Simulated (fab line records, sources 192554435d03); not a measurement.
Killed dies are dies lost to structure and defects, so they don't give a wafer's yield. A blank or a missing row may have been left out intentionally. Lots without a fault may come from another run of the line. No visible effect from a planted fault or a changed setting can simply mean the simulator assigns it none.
Which tool did it? / flow n5 finfet / 24 lots, 72 wafers sampled, at 5 steps of a route of 1938

WHAT THE GAUGES READ, wafer by wafer
N5_ILD0_INSPECT_06: inspects for defects (darkfield). Usual: raw defect count reads 34 (standard deviation 13).
lot=L074; measured=day 3 21:59; on=defect inspect-02; raw defect count=24 43 20; flag=
lot=L075; measured=day 4 01:47; on=defect inspect-02; raw defect count=44 46 42; flag=
lot=L076; measured=day 4 06:32; on=defect inspect-02; raw defect count=22 17 37; flag=
lot=L077; measured=day 4 10:49; on=defect inspect-02; raw defect count=52 37 51; flag=
lot=L078; measured=day 4 22:12; on=defect inspect-01; raw defect count=37 17 33; flag=
lot=L079; measured=day 4 23:23; on=defect inspect-01; raw defect count=24 25 38; flag=
lot=L080; measured=day 5 07:05; on=defect inspect-01; raw defect count=62 40 52; flag=
lot=L081; measured=day 5 13:22; on=defect inspect-02; raw defect count=13 27 20; flag=
lot=L082; measured=day 5 22:21; on=defect inspect-01; raw defect count=30 17 18; flag=
lot=L083; measured=day 6 03:55; on=defect inspect-01; raw defect count=32 24 45; flag=
lot=L084; measured=day 6 12:16; on=defect inspect-01; raw defect count=24 39 32; flag=
lot=L085; measured=day 6 19:24; on=defect inspect-01; raw defect count=19 10 27; flag=
lot=L086; measured=day 6 20:58; on=defect inspect-02; raw defect count=48 20 18; flag=
lot=L087; measured=day 7 04:14; on=defect inspect-01; raw defect count=35 34 27; flag=
lot=L088; measured=day 7 04:54; on=defect inspect-02; raw defect count=37 30 21; flag=
lot=L089; measured=day 7 11:35; on=defect inspect-01; raw defect count=57 59 17; flag=
lot=L090; measured=day 7 17:49; on=defect inspect-02; raw defect count=34 27 28; flag=
lot=L091; measured=day 8 01:10; on=defect inspect-01; raw defect count=53 39 34; flag=
lot=L092; measured=day 8 04:49; on=defect inspect-01; raw defect count=22 12 40; flag=
lot=L093; measured=day 8 16:00; on=defect inspect-01; raw defect count=39 45 46; flag=
lot=L094; measured=day 8 16:31; on=defect inspect-01; raw defect count=53 24 47; flag=
lot=L096; measured=day 9 05:35; on=defect inspect-02; raw defect count=35 51 24; flag=
lot=L095; measured=day 9 05:13; on=defect inspect-02; raw defect count=40 32 46; flag=
lot=L097; measured=day 9 16:30; on=defect inspect-01; raw defect count=25 42 19; flag=

N5_HKMG_FIN_INSPECT_28: inspects for defects (darkfield). Usual: raw defect count reads 37 (standard deviation 15).
lot=L074; measured=day 4 11:48; on=defect inspect-01; raw defect count=42 55 30; flag=
lot=L075; measured=day 4 16:51; on=defect inspect-01; raw defect count=40 99 71; flag=
lot=L076; measured=day 4 21:31; on=defect inspect-02; raw defect count=49 21 36; flag=
lot=L077; measured=day 5 00:29; on=defect inspect-01; raw defect count=16 20 30; flag=
lot=L078; measured=day 5 15:08; on=defect inspect-02; raw defect count=45 37 34; flag=
lot=L079; measured=day 5 16:26; on=defect inspect-01; raw defect count=33 56 47; flag=
lot=L080; measured=day 5 21:05; on=defect inspect-02; raw defect count=32 27 42; flag=
lot=L081; measured=day 6 03:11; on=defect inspect-01; raw defect count=37 33 25; flag=
lot=L082; measured=day 6 13:29; on=defect inspect-02; raw defect count=18 64 36; flag=
lot=L083; measured=day 6 18:46; on=defect inspect-01; raw defect count=41 40 50; flag=
lot=L084; measured=day 7 02:34; on=defect inspect-02; raw defect count=34 27 29; flag=
lot=L085; measured=day 7 09:49; on=defect inspect-02; raw defect count=40 25 65; flag=
lot=L086; measured=day 7 11:37; on=defect inspect-01; raw defect count=39 23 28; flag=
lot=L087; measured=day 7 18:47; on=defect inspect-01; raw defect count=54 28 29; flag=
lot=L088; measured=day 7 19:56; on=defect inspect-01; raw defect count=34 15 38; flag=
lot=L089; measured=day 8 01:17; on=defect inspect-02; raw defect count=29 11 34; flag=
lot=L090; measured=day 8 08:21; on=defect inspect-02; raw defect count=49 24 44; flag=
lot=L091; measured=day 8 14:58; on=defect inspect-02; raw defect count=21 34 36; flag=
lot=L092; measured=day 8 19:31; on=defect inspect-02; raw defect count=70 44 38; flag=
lot=L093; measured=day 9 06:41; on=defect inspect-02; raw defect count=37 41 42; flag=
lot=L094; measured=day 9 07:59; on=defect inspect-02; raw defect count=26 24 22; flag=
lot=L096; measured=day 9 21:22; on=defect inspect-01; raw defect count=47 54 22; flag=
lot=L095; measured=day 9 19:48; on=defect inspect-01; raw defect count=26 30 30; flag=
lot=L097; measured=day 10 07:31; on=defect inspect-02; raw defect count=22 19 21; flag=

WHAT TOOL EACH LOT RAN ON (gives the tool, then ch and the chambers of the sampled wafers, and finally the start)
lot=L074; N5_ILD0_CMP_03=cmp-02 ch 1,3, day 3 18:08; N5_DUMMY_REMOVAL_HM_STRIP_01=rie diel-01 ch 0,1,3, day 4 02:33; N5_HKMG_FIN_ETCH_67=rie diel-05 ch 0,3, day 4 09:49
lot=L075; N5_ILD0_CMP_03=cmp-03 ch 0,1,2, day 3 20:54; N5_DUMMY_REMOVAL_HM_STRIP_01=rie diel-01 ch 1,2,3, day 4 06:43; N5_HKMG_FIN_ETCH_67=rie diel-06 ch 0,1,3, day 4 14:52
lot=L076; N5_ILD0_CMP_03=cmp-04 ch 0,1,2, day 4 02:14; N5_DUMMY_REMOVAL_HM_STRIP_01=rie diel-03 ch 1,2,3, day 4 11:53; N5_HKMG_FIN_ETCH_67=rie diel-05 ch 0,1,3, day 4 19:23
lot=L077; N5_ILD0_CMP_03=cmp-04 ch 1,3, day 4 06:56; N5_DUMMY_REMOVAL_HM_STRIP_01=rie diel-04 ch 0,2, day 4 15:10; N5_HKMG_FIN_ETCH_67=rie diel-06 ch 2,3, day 4 22:30
lot=L078; N5_ILD0_CMP_03=cmp-02 ch 0,1, day 4 17:08; N5_DUMMY_REMOVAL_HM_STRIP_01=rie diel-01 ch 2,3, day 5 05:39; N5_HKMG_FIN_ETCH_67=rie diel-05 ch 1,2, day 5 13:08
lot=L079; N5_ILD0_CMP_03=cmp-03 ch 0,2, day 4 19:11; N5_DUMMY_REMOVAL_HM_STRIP_01=rie diel-01 ch 1,3, day 5 07:02; N5_HKMG_FIN_ETCH_67=rie diel-05 ch 1,3, day 5 14:27
lot=L080; N5_ILD0_CMP_03=cmp-02 ch 1,2,3, day 5 02:52; N5_DUMMY_REMOVAL_HM_STRIP_01=rie diel-04 ch 2,3, day 5 11:43; N5_HKMG_FIN_ETCH_67=rie diel-05 ch 1,2,3, day 5 19:06
lot=L081; N5_ILD0_CMP_03=cmp-04 ch 0,1,3, day 5 09:32; N5_DUMMY_REMOVAL_HM_STRIP_01=rie diel-03 ch 1,2, day 5 17:50; N5_HKMG_FIN_ETCH_67=rie diel-05 ch 0,3, day 6 01:12
lot=L082; N5_ILD0_CMP_03=cmp-03 ch 0,1,2, day 5 18:36; N5_DUMMY_REMOVAL_HM_STRIP_01=rie diel-01 ch 0,1, day 6 03:13; N5_HKMG_FIN_ETCH_67=rie diel-06 ch 0,1, day 6 10:41
lot=L083; N5_ILD0_CMP_03=cmp-04 ch 0,1,2, day 6 00:08; N5_DUMMY_REMOVAL_HM_STRIP_01=rie diel-04 ch 0,1,3, day 6 09:01; N5_HKMG_FIN_ETCH_67=rie diel-02 ch 0,1,2, day 6 16:37
lot=L084; N5_ILD0_CMP_03=cmp-03 ch 0,2, day 6 08:25; N5_DUMMY_REMOVAL_HM_STRIP_01=rie diel-04 ch 0,1,3, day 6 16:56; N5_HKMG_FIN_ETCH_67=rie diel-06 ch 0,1,3, day 7 00:34
lot=L085; N5_ILD0_CMP_03=cmp-02 ch 0,2, day 6 15:35; N5_DUMMY_REMOVAL_HM_STRIP_01=rie diel-04 ch 1,3, day 7 00:06; N5_HKMG_FIN_ETCH_67=rie diel-02 ch 0,2,3, day 7 07:42
lot=L086; N5_ILD0_CMP_03=cmp-03 ch 0,2,3, day 6 17:05; N5_DUMMY_REMOVAL_HM_STRIP_01=rie diel-04 ch 0,1,3, day 7 01:32; N5_HKMG_FIN_ETCH_67=rie diel-05 ch 0,1,3, day 7 09:31
lot=L087; N5_ILD0_CMP_03=cmp-04 ch 0,3, day 7 00:25; N5_DUMMY_REMOVAL_HM_STRIP_01=rie diel-03 ch 1,2,3, day 7 08:47; N5_HKMG_FIN_ETCH_67=rie diel-05 ch 0,3, day 7 16:44
lot=L088; N5_ILD0_CMP_03=cmp-03 ch 0,1,2, day 7 01:01; N5_DUMMY_REMOVAL_HM_STRIP_01=rie diel-01 ch 0,3, day 7 10:01; N5_HKMG_FIN_ETCH_67=rie diel-06 ch 0,1,3, day 7 17:56
lot=L089; N5_ILD0_CMP_03=cmp-02 ch 0,1, day 7 07:45; N5_DUMMY_REMOVAL_HM_STRIP_01=rie diel-04 ch 2,3, day 7 16:03; N5_HKMG_FIN_ETCH_67=rie diel-02 ch 2,3, day 7 23:19
lot=L090; N5_ILD0_CMP_03=cmp-04 ch 0,1,3, day 7 13:51; N5_DUMMY_REMOVAL_HM_STRIP_01=rie diel-03 ch 0,2, day 7 22:29; N5_HKMG_FIN_ETCH_67=rie diel-05 ch 0,2, day 8 06:22
lot=L091; N5_ILD0_CMP_03=cmp-04 ch 1,2,3, day 7 21:19; N5_DUMMY_REMOVAL_HM_STRIP_01=rie diel-03 ch 0,1,3, day 8 05:45; N5_HKMG_FIN_ETCH_67=rie diel-06 ch 0,2,3, day 8 12:59
lot=L092; N5_ILD0_CMP_03=cmp-02 ch 2,3, day 8 00:58; N5_DUMMY_REMOVAL_HM_STRIP_01=rie diel-01 ch 1,2,3, day 8 10:18; N5_HKMG_FIN_ETCH_67=rie diel-05 ch 0,1,2, day 8 17:31
lot=L093; N5_ILD0_CMP_03=cmp-04 ch 1,3, day 8 12:09; N5_DUMMY_REMOVAL_HM_STRIP_01=rie diel-01 ch 0,1, day 8 21:04; N5_HKMG_FIN_ETCH_67=rie diel-02 ch 0,1, day 9 04:41
lot=L094; N5_ILD0_CMP_03=cmp-02 ch 0,2,3, day 8 12:38; N5_DUMMY_REMOVAL_HM_STRIP_01=rie diel-01 ch 0,1,3, day 8 22:02; N5_HKMG_FIN_ETCH_67=rie diel-06 ch 0,1,2, day 9 05:59
lot=L096; N5_ILD0_CMP_03=cmp-03 ch 0,3, day 9 00:58; N5_DUMMY_REMOVAL_HM_STRIP_01=rie diel-03 ch 1,2,3, day 9 10:12; N5_HKMG_FIN_ETCH_67=rie diel-02 ch 2,3, day 9 19:22
lot=L095; N5_ILD0_CMP_03=cmp-03 ch 0,1,3, day 9 01:22; N5_DUMMY_REMOVAL_HM_STRIP_01=rie diel-03 ch 0,2,3, day 9 09:52; N5_HKMG_FIN_ETCH_67=rie diel-02 ch 0,1,2, day 9 17:48
lot=L097; N5_ILD0_CMP_03=cmp-03 ch 1,2,3, day 9 11:55; N5_DUMMY_REMOVAL_HM_STRIP_01=rie diel-03 ch 0,2,3, day 9 21:59; N5_HKMG_FIN_ETCH_67=rie diel-05 ch 0,2,3, day 10 05:29
- N5_ILD0_CMP_03: polishes, stops on SiNx, t overpolish 1.9 s, target thk 197.38 nm.
- N5_DUMMY_REMOVAL_HM_STRIP_01: strips SiNx in CH3F/O2, stops on poly-Si, target depth 4 nm, time 6.8 s.
- N5_HKMG_FIN_ETCH_67: etches SOC in N2/H2, stops on TiN, target depth 388.9 nm.

WHAT THE TOOLS THEMSELVES READ (means of the sampled wafers that have a number; where no wafer has one, the mark that the record gives instead)
N5_ILD0_CMP_03. Usual: edge zone pressure frac 1.000, standard deviation 0.0055; motor current A 12.5 A, standard deviation 1.4; overpolish run s 1.900 s, standard deviation 0.0097; platen rpm 51.79 rpm, standard deviation 0.032; retaining ring pressure frac 1.001, standard deviation 0.0047; time to endpoint s 70.2 s, standard deviation 2.6.
lot=L074; tool=cmp-02; edge zone pressure frac=1.004; motor current A (A)=11.9; overpolish run s (s)=1.902; platen rpm (rpm)=51.84; retaining ring pressure frac=1.001; time to endpoint s (s)=69.3; flag=
lot=L075; tool=cmp-03; edge zone pressure frac=1.001; motor current A (A)=12.4; overpolish run s (s)=1.891; platen rpm (rpm)=51.81; retaining ring pressure frac=1.001; time to endpoint s (s)=71.9; flag=
lot=L076; tool=cmp-04; edge zone pressure frac=1.002; motor current A (A)=12.5; overpolish run s (s)=1.897; platen rpm (rpm)=51.79; retaining ring pressure frac=1.003; time to endpoint s (s)=69.5; flag=
lot=L077; tool=cmp-04; edge zone pressure frac=0.995; motor current A (A)=12.4; overpolish run s (s)=1.903; platen rpm (rpm)=51.78; retaining ring pressure frac=1.000; time to endpoint s (s)=70.4; flag=
lot=L078; tool=cmp-02; edge zone pressure frac=1.001; motor current A (A)=10.0; overpolish run s (s)=1.895; platen rpm (rpm)=51.79; retaining ring pressure frac=0.999; time to endpoint s (s)=68.1; flag=
lot=L079; tool=cmp-03; edge zone pressure frac=1.001; motor current A (A)=11.9; overpolish run s (s)=1.895; platen rpm (rpm)=51.78; retaining ring pressure frac=1.002; time to endpoint s (s)=67.8; flag=
lot=L080; tool=cmp-02; edge zone pressure frac=0.993; motor current A (A)=13.5; overpolish run s (s)=1.913; platen rpm (rpm)=51.78; retaining ring pressure frac=1.000; time to endpoint s (s)=72.6; flag=
lot=L081; tool=cmp-04; edge zone pressure frac=1.000; motor current A (A)=12.2; overpolish run s (s)=1.896; platen rpm (rpm)=51.79; retaining ring pressure frac=1.001; time to endpoint s (s)=69.6; flag=
lot=L082; tool=cmp-03; edge zone pressure frac=0.995; motor current A (A)=12.3; overpolish run s (s)=1.895; platen rpm (rpm)=51.79; retaining ring pressure frac=1.003; time to endpoint s (s)=71.0; flag=
lot=L083; tool=cmp-04; edge zone pressure frac=1.005; motor current A (A)=12.5; overpolish run s (s)=1.901; platen rpm (rpm)=51.79; retaining ring pressure frac=1.003; time to endpoint s (s)=68.9; flag=
lot=L084; tool=cmp-03; edge zone pressure frac=0.996; motor current A (A)=12.9; overpolish run s (s)=1.899; platen rpm (rpm)=51.77; retaining ring pressure frac=0.997; time to endpoint s (s)=73.5; flag=
lot=L085; tool=cmp-02; edge zone pressure frac=1.007; motor current A (A)=11.7; overpolish run s (s)=1.906; platen rpm (rpm)=51.79; retaining ring pressure frac=1.001; time to endpoint s (s)=66.9; flag=
lot=L086; tool=cmp-03; edge zone pressure frac=0.996; motor current A (A)=12.8; overpolish run s (s)=1.894; platen rpm (rpm)=51.79; retaining ring pressure frac=1.002; time to endpoint s (s)=70.0; flag=
lot=L087; tool=cmp-04; edge zone pressure frac=0.996; motor current A (A)=11.6; overpolish run s (s)=1.900; platen rpm (rpm)=51.80; retaining ring pressure frac=1.002; time to endpoint s (s)=70.1; flag=
lot=L088; tool=cmp-03; edge zone pressure frac=1.002; motor current A (A)=12.3; overpolish run s (s)=1.893; platen rpm (rpm)=51.79; retaining ring pressure frac=0.997; time to endpoint s (s)=70.2; flag=
lot=L089; tool=cmp-02; edge zone pressure frac=0.999; motor current A (A)=10.1; overpolish run s (s)=1.899; platen rpm (rpm)=51.79; retaining ring pressure frac=0.998; time to endpoint s (s)=67.6; flag=
lot=L090; tool=cmp-04; edge zone pressure frac=0.998; motor current A (A)=12.1; overpolish run s (s)=1.898; platen rpm (rpm)=51.82; retaining ring pressure frac=1.001; time to endpoint s (s)=70.5; flag=
lot=L091; tool=cmp-04; edge zone pressure frac=1.004; motor current A (A)=12.3; overpolish run s (s)=1.898; platen rpm (rpm)=51.81; retaining ring pressure frac=0.999; time to endpoint s (s)=69.2; flag=
lot=L092; tool=cmp-02; edge zone pressure frac=0.999; motor current A (A)=14.4; overpolish run s (s)=1.900; platen rpm (rpm)=51.80; retaining ring pressure frac=1.004; time to endpoint s (s)=72.1; flag=
lot=L093; tool=cmp-04; edge zone pressure frac=1.002; motor current A (A)=11.8; overpolish run s (s)=1.899; platen rpm (rpm)=51.82; retaining ring pressure frac=1.003; time to endpoint s (s)=73.2; flag=
lot=L094; tool=cmp-02; edge zone pressure frac=0.999; motor current A (A)=12.8; overpolish run s (s)=1.900; platen rpm (rpm)=51.79; retaining ring pressure frac=1.002; time to endpoint s (s)=70.4; flag=
lot=L096; tool=cmp-03; edge zone pressure frac=1.001; motor current A (A)=13.3; overpolish run s (s)=1.899; platen rpm (rpm)=51.77; retaining ring pressure frac=1.005; time to endpoint s (s)=69.7; flag=
lot=L095; tool=cmp-03; edge zone pressure frac=1.000; motor current A (A)=13.2; overpolish run s (s)=1.907; platen rpm (rpm)=51.80; retaining ring pressure frac=1.002; time to endpoint s (s)=75.3; flag=
lot=L097; tool=cmp-03; edge zone pressure frac=1.004; motor current A (A)=12.6; overpolish run s (s)=1.889; platen rpm (rpm)=51.79; retaining ring pressure frac=0.998; time to endpoint s (s)=71.4; flag=

N5_DUMMY_REMOVAL_HM_STRIP_01. Usual: CH3F_flow_sccm 30.01 sccm, standard deviation 0.083; drypump motor current A 5.8 A, standard deviation 0.65; oes product au 0.62 a.u., standard deviation 0.068; rf vpp V 127.5 V, standard deviation 1.1; showerhead plenum p Torr 2.01 Torr, standard deviation 0.081; throttle valve pct 16.35 %, standard deviation 0.23.
lot=L074; tool=rie diel-01; CH3F_flow_sccm (sccm)=30.02; drypump motor current A (A)=5.6; oes product au (a.u.)=0.59; rf vpp V (V)=126.8; showerhead plenum p Torr (Torr)=1.96; throttle valve pct (%)=16.39; flag=
lot=L075; tool=rie diel-01; CH3F_flow_sccm (sccm)=30.02; drypump motor current A (A)=5.8; oes product au (a.u.)=0.59; rf vpp V (V)=128.1; showerhead plenum p Torr (Torr)=1.99; throttle valve pct (%)=16.47; flag=
lot=L076; tool=rie diel-03; CH3F_flow_sccm (sccm)=30.04; drypump motor current A (A)=6.0; oes product au (a.u.)=0.60; rf vpp V (V)=127.6; showerhead plenum p Torr (Torr)=1.99; throttle valve pct (%)=16.40; flag=
lot=L077; tool=rie diel-04; CH3F_flow_sccm (sccm)=30.05; drypump motor current A (A)=5.6; oes product au (a.u.)=0.62; rf vpp V (V)=127.7; showerhead plenum p Torr (Torr)=2.06; throttle valve pct (%)=16.46; flag=
lot=L078; tool=rie diel-01; CH3F_flow_sccm (sccm)=29.98; drypump motor current A (A)=6.4; oes product au (a.u.)=0.59; rf vpp V (V)=126.6; showerhead plenum p Torr (Torr)=1.97; throttle valve pct (%)=16.49; flag=
lot=L079; tool=rie diel-01; CH3F_flow_sccm (sccm)=29.96; drypump motor current A (A)=5.2; oes product au (a.u.)=0.59; rf vpp V (V)=127.2; showerhead plenum p Torr (Torr)=2.02; throttle valve pct (%)=16.49; flag=
lot=L080; tool=rie diel-04; CH3F_flow_sccm (sccm)=29.95; drypump motor current A (A)=6.6; oes product au (a.u.)=0.58; rf vpp V (V)=126.5; showerhead plenum p Torr (Torr)=1.93; throttle valve pct (%)=16.27; flag=
lot=L081; tool=rie diel-03; CH3F_flow_sccm (sccm)=30.01; drypump motor current A (A)=5.7; oes product au (a.u.)=0.61; rf vpp V (V)=127.3; showerhead plenum p Torr (Torr)=2.03; throttle valve pct (%)=16.41; flag=
lot=L082; tool=rie diel-01; CH3F_flow_sccm (sccm)=30.02; drypump motor current A (A)=5.5; oes product au (a.u.)=0.73; rf vpp V (V)=128.9; showerhead plenum p Torr (Torr)=2.11; throttle valve pct (%)=16.21; flag=
lot=L083; tool=rie diel-04; CH3F_flow_sccm (sccm)=30.05; drypump motor current A (A)=5.9; oes product au (a.u.)=0.59; rf vpp V (V)=127.1; showerhead plenum p Torr (Torr)=2.02; throttle valve pct (%)=16.43; flag=
lot=L084; tool=rie diel-04; CH3F_flow_sccm (sccm)=30.00; drypump motor current A (A)=5.9; oes product au (a.u.)=0.59; rf vpp V (V)=127.7; showerhead plenum p Torr (Torr)=2.02; throttle valve pct (%)=16.44; flag=
lot=L085; tool=rie diel-04; CH3F_flow_sccm (sccm)=30.11; drypump motor current A (A)=5.9; oes product au (a.u.)=0.56; rf vpp V (V)=127.4; showerhead plenum p Torr (Torr)=2.01; throttle valve pct (%)=16.50; flag=
lot=L086; tool=rie diel-04; CH3F_flow_sccm (sccm)=30.05; drypump motor current A (A)=5.9; oes product au (a.u.)=0.58; rf vpp V (V)=128.5; showerhead plenum p Torr (Torr)=2.02; throttle valve pct (%)=16.45; flag=
lot=L087; tool=rie diel-03; CH3F_flow_sccm (sccm)=29.96; drypump motor current A (A)=6.0; oes product au (a.u.)=0.66; rf vpp V (V)=128.4; showerhead plenum p Torr (Torr)=2.08; throttle valve pct (%)=16.27; flag=
lot=L088; tool=rie diel-01; CH3F_flow_sccm (sccm)=30.09; drypump motor current A (A)=6.0; oes product au (a.u.)=0.73; rf vpp V (V)=127.1; showerhead plenum p Torr (Torr)=2.06; throttle valve pct (%)=16.04; flag=
lot=L089; tool=rie diel-04; CH3F_flow_sccm (sccm)=29.97; drypump motor current A (A)=6.3; oes product au (a.u.)=0.57; rf vpp V (V)=127.0; showerhead plenum p Torr (Torr)=1.95; throttle valve pct (%)=16.39; flag=
lot=L090; tool=rie diel-03; CH3F_flow_sccm (sccm)=30.10; drypump motor current A (A)=5.2; oes product au (a.u.)=0.59; rf vpp V (V)=127.2; showerhead plenum p Torr (Torr)=1.94; throttle valve pct (%)=16.28; flag=
lot=L091; tool=rie diel-03; CH3F_flow_sccm (sccm)=30.02; drypump motor current A (A)=5.9; oes product au (a.u.)=0.65; rf vpp V (V)=127.5; showerhead plenum p Torr (Torr)=2.05; throttle valve pct (%)=16.18; flag=
lot=L092; tool=rie diel-01; CH3F_flow_sccm (sccm)=29.99; drypump motor current A (A)=5.8; oes product au (a.u.)=0.66; rf vpp V (V)=127.6; showerhead plenum p Torr (Torr)=1.98; throttle valve pct (%)=16.36; flag=
lot=L093; tool=rie diel-01; CH3F_flow_sccm (sccm)=30.08; drypump motor current A (A)=5.1; oes product au (a.u.)=0.76; rf vpp V (V)=127.9; showerhead plenum p Torr (Torr)=2.07; throttle valve pct (%)=16.18; flag=
lot=L094; tool=rie diel-01; CH3F_flow_sccm (sccm)=30.00; drypump motor current A (A)=5.6; oes product au (a.u.)=0.71; rf vpp V (V)=128.1; showerhead plenum p Torr (Torr)=2.03; throttle valve pct (%)=16.13; flag=
lot=L096; tool=rie diel-03; CH3F_flow_sccm (sccm)=29.97; drypump motor current A (A)=6.0; oes product au (a.u.)=0.64; rf vpp V (V)=127.5; showerhead plenum p Torr (Torr)=2.07; throttle valve pct (%)=16.28; flag=
lot=L095; tool=rie diel-03; CH3F_flow_sccm (sccm)=29.93; drypump motor current A (A)=5.7; oes product au (a.u.)=0.64; rf vpp V (V)=128.0; showerhead plenum p Torr (Torr)=2.01; throttle valve pct (%)=16.22; flag=
lot=L097; tool=rie diel-03; CH3F_flow_sccm (sccm)=29.91; drypump motor current A (A)=5.7; oes product au (a.u.)=0.63; rf vpp V (V)=127.0; showerhead plenum p Torr (Torr)=2.01; throttle valve pct (%)=16.22; flag=

N5_HKMG_FIN_ETCH_67. Usual: drypump motor current A 5.6 A, standard deviation 0.48; oes product au 0.76 a.u., standard deviation 0.092; rf vpp V 240.8 V, standard deviation 1.5; showerhead plenum p Torr 2.56 Torr, standard deviation 0.1; throttle valve pct 17.91 %, standard deviation 0.28.
lot=L074; tool=rie diel-05; drypump motor current A (A)=5.2; oes product au (a.u.)=0.71; rf vpp V (V)=241.3; showerhead plenum p Torr (Torr)=2.60; throttle valve pct (%)=17.86; flag=
lot=L075; tool=rie diel-06; drypump motor current A (A)=5.9; oes product au (a.u.)=0.78; rf vpp V (V)=240.2; showerhead plenum p Torr (Torr)=2.55; throttle valve pct (%)=18.10; flag=
lot=L076; tool=rie diel-05; drypump motor current A (A)=5.3; oes product au (a.u.)=0.74; rf vpp V (V)=240.1; showerhead plenum p Torr (Torr)=2.58; throttle valve pct (%)=17.94; flag=
lot=L077; tool=rie diel-06; drypump motor current A (A)=5.6; oes product au (a.u.)=0.87; rf vpp V (V)=241.0; showerhead plenum p Torr (Torr)=2.62; throttle valve pct (%)=17.80; flag=
lot=L078; tool=rie diel-05; drypump motor current A (A)=5.4; oes product au (a.u.)=0.72; rf vpp V (V)=239.9; showerhead plenum p Torr (Torr)=2.46; throttle valve pct (%)=18.03; flag=
lot=L079; tool=rie diel-05; drypump motor current A (A)=4.9; oes product au (a.u.)=0.76; rf vpp V (V)=241.2; showerhead plenum p Torr (Torr)=2.63; throttle valve pct (%)=17.94; flag=
lot=L080; tool=rie diel-05; drypump motor current A (A)=5.2; oes product au (a.u.)=0.74; rf vpp V (V)=241.8; showerhead plenum p Torr (Torr)=2.55; throttle valve pct (%)=17.99; flag=
lot=L081; tool=rie diel-05; drypump motor current A (A)=5.6; oes product au (a.u.)=0.89; rf vpp V (V)=240.8; showerhead plenum p Torr (Torr)=2.54; throttle valve pct (%)=17.58; flag=
lot=L082; tool=rie diel-06; drypump motor current A (A)=5.9; oes product au (a.u.)=0.68; rf vpp V (V)=238.6; showerhead plenum p Torr (Torr)=2.45; throttle valve pct (%)=18.41; flag=
lot=L083; tool=rie diel-02; drypump motor current A (A)=6.3; oes product au (a.u.)=0.77; rf vpp V (V)=242.1; showerhead plenum p Torr (Torr)=2.62; throttle valve pct (%)=17.63; flag=
lot=L084; tool=rie diel-06; drypump motor current A (A)=5.8; oes product au (a.u.)=0.75; rf vpp V (V)=241.0; showerhead plenum p Torr (Torr)=2.55; throttle valve pct (%)=18.15; flag=
lot=L085; tool=rie diel-02; drypump motor current A (A)=6.0; oes product au (a.u.)=0.72; rf vpp V (V)=240.3; showerhead plenum p Torr (Torr)=2.56; throttle valve pct (%)=17.75; flag=
lot=L086; tool=rie diel-05; drypump motor current A (A)=5.3; oes product au (a.u.)=0.82; rf vpp V (V)=240.3; showerhead plenum p Torr (Torr)=2.57; throttle valve pct (%)=17.80; flag=
lot=L087; tool=rie diel-05; drypump motor current A (A)=5.6; oes product au (a.u.)=0.84; rf vpp V (V)=240.9; showerhead plenum p Torr (Torr)=2.53; throttle valve pct (%)=17.60; flag=
lot=L088; tool=rie diel-06; drypump motor current A (A)=5.8; oes product au (a.u.)=0.75; rf vpp V (V)=240.8; showerhead plenum p Torr (Torr)=2.54; throttle valve pct (%)=18.16; flag=
lot=L089; tool=rie diel-02; drypump motor current A (A)=5.9; oes product au (a.u.)=0.71; rf vpp V (V)=241.0; showerhead plenum p Torr (Torr)=2.59; throttle valve pct (%)=17.84; flag=
lot=L090; tool=rie diel-05; drypump motor current A (A)=5.8; oes product au (a.u.)=0.90; rf vpp V (V)=241.6; showerhead plenum p Torr (Torr)=2.56; throttle valve pct (%)=17.49; flag=
lot=L091; tool=rie diel-06; drypump motor current A (A)=5.6; oes product au (a.u.)=0.75; rf vpp V (V)=240.6; showerhead plenum p Torr (Torr)=2.54; throttle valve pct (%)=18.04; flag=
lot=L092; tool=rie diel-05; drypump motor current A (A)=5.5; oes product au (a.u.)=0.87; rf vpp V (V)=241.4; showerhead plenum p Torr (Torr)=2.59; throttle valve pct (%)=17.72; flag=
lot=L093; tool=rie diel-02; drypump motor current A (A)=6.5; oes product au (a.u.)=0.78; rf vpp V (V)=242.9; showerhead plenum p Torr (Torr)=2.63; throttle valve pct (%)=17.58; flag=
lot=L094; tool=rie diel-06; drypump motor current A (A)=5.6; oes product au (a.u.)=0.78; rf vpp V (V)=240.0; showerhead plenum p Torr (Torr)=2.55; throttle valve pct (%)=18.20; flag=
lot=L096; tool=rie diel-02; drypump motor current A (A)=5.8; oes product au (a.u.)=0.68; rf vpp V (V)=241.4; showerhead plenum p Torr (Torr)=2.54; throttle valve pct (%)=17.90; flag=
lot=L095; tool=rie diel-02; drypump motor current A (A)=6.3; oes product au (a.u.)=0.75; rf vpp V (V)=240.4; showerhead plenum p Torr (Torr)=2.61; throttle valve pct (%)=17.68; flag=
lot=L097; tool=rie diel-05; drypump motor current A (A)=5.4; oes product au (a.u.)=0.81; rf vpp V (V)=241.5; showerhead plenum p Torr (Torr)=2.60; throttle valve pct (%)=17.69; flag=

THE ANSWER, worked out from the rows above alone
Rule: a lot counts as off when the mean over its wafers that have a number is more than 3 standard deviations away from the usual mean. Also off: a lot with no number at a reading for which 4 or more lots have one. Where the step has rows for the other lots, those lots are counted as sound. The gauges are gone through in route order, then the tools' own readings, and for those a lot's mean is taken as printed above. The first step at which some lot is off is used, and at that step the reading that is off furthest; a lot without a number counts as furthest.
None of the lots is off at any reading shown; this tells nothing.

WHAT THE SIMULATOR HAD PUT IN
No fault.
